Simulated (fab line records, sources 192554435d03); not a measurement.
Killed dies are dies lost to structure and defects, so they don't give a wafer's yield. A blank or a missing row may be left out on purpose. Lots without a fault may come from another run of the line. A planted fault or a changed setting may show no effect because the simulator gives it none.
Problem report in the 8D (eight disciplines) form, filled by code | flow n5_finfet | the parts of the form that need people (team, actions taken, sign-off) are left out

1. THE PROBLEM
killed_at_M4_up at N5_PASSIVATION_PROBE_49 reads a mean of 140 on 4 wafers of 3 lots; wafers without a fault read 14 with a standard deviation of 5. That is +25 standard deviations from the usual mean.
First seen on wafer L884.1, day 20 01:45, on prober-02. The record holds 12 wafers of 4 lots with a number at this step. Rule for "out", or "out of limits": more than 4 standard deviations from the usual mean. The other wafers with a number count as sound.

2. WHAT IT IS AND WHAT IT IS NOT
question                    | is                                                                                                   | is not
which readings at this step | killed_at_M4_up, defect_limited_yield, killed_dies, sort_bin_5_function, sort_n_pass, sort_yield_pct | killed_at_M0_to_M3, killed_at_contacts, killed_at_front_end, killed_at_other, killed_open, killed_short, sort_bin_6_memory
which lots                  | L883, L884, L885                                                                                     | L871
which wafers of those lots  | L883.1, L884.1, L885.4, L885.5                                                                       | L883.4, L883.6, L884.4, L884.6, L885.3
read on which tools         | prober-01, prober-02                                                                                 | -
when                        | from day 20 01:45                                                                                    | up to then (3 sound wafers); but 5 sound wafers of L883, L884, L885 came after

3. SUSPECTS, AND WHAT RULES EACH OUT
Counting: a tool at a process step up to the reading stays a suspect if it ran every lot that is out. Sound lots after the first of them don't rule it out here, since some wafers of a struck lot are sound.
- pvd_sputter-01 at N5_BEOL_M8_SPUTTER_48 (material Cu, target thk 10 nm, time 1.667 s): kept. It ran every lot that is out, first L884 (day 17 06:35).
Left after counting: pvd_sputter-01 at N5_BEOL_M8_SPUTTER_48.

4. THE CAUSE (what the simulator had put in)
Chamber particle source: pvd_sputter-01, from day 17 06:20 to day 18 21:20, at N5_BEOL_M8_SPUTTER_48. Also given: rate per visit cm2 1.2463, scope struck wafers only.
Counting left only this tool.

5. THE CHAIN OF EFFECTS, in route order
Each row: a reading whose mean over the struck wafers that have a number lies more than 3 standard deviations from the usual. Only readings for which the record gives a usual standard deviation are gone through. hours: the time from each lot's start at the first step in this table that gives one to its start at this step, as a median over the lots. sigmas: the change in usual standard deviations.
hours | step                    | reading              | usual  | on struck wafers | change | sigmas
0     | N5_PASSIVATION_PROBE_49 | defect_limited_yield | 91.2 % | 81.2             | -10.0  | -6.3
0     | N5_PASSIVATION_PROBE_49 | killed_at_M4_up      | 14     | 140              | +126   | +25
0     | N5_PASSIVATION_PROBE_49 | killed_dies          | 104    | 222              | +118   | +6.2
0     | N5_PASSIVATION_PROBE_49 | killed_on_rim        | 13     | 27               | +14    | +3.4
0     | N5_PASSIVATION_PROBE_49 | sort_bin_5_function  | 5.2 %  | 11.8             | +6.6   | +6.0
0     | N5_PASSIVATION_PROBE_49 | sort_n_pass          | 1076   | 958              | -118   | -6.2
0     | N5_PASSIVATION_PROBE_49 | sort_yield_pct       | 91.2 % | 81.2             | -10.0  | -6.3
The process steps in it:
- N5_PASSIVATION_PROBE_49

6. WHAT WOULD HAVE CAUGHT IT SOONER
In this record the first reading out of limits was taken at day 20 01:45, 67 hours after the fault began at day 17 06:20.
Of the tool readings at N5_BEOL_M8_SPUTTER_48 for which the record gives a usual standard deviation, none was out on any struck wafer, so an alarm limit of 4 standard deviations on them would not have fired.
All the lots that are out (3) had begun N5_BEOL_M8_SPUTTER_48 on pvd_sputter-01 by day 20 01:45. A hold on the tool at that time would have spared none of them.
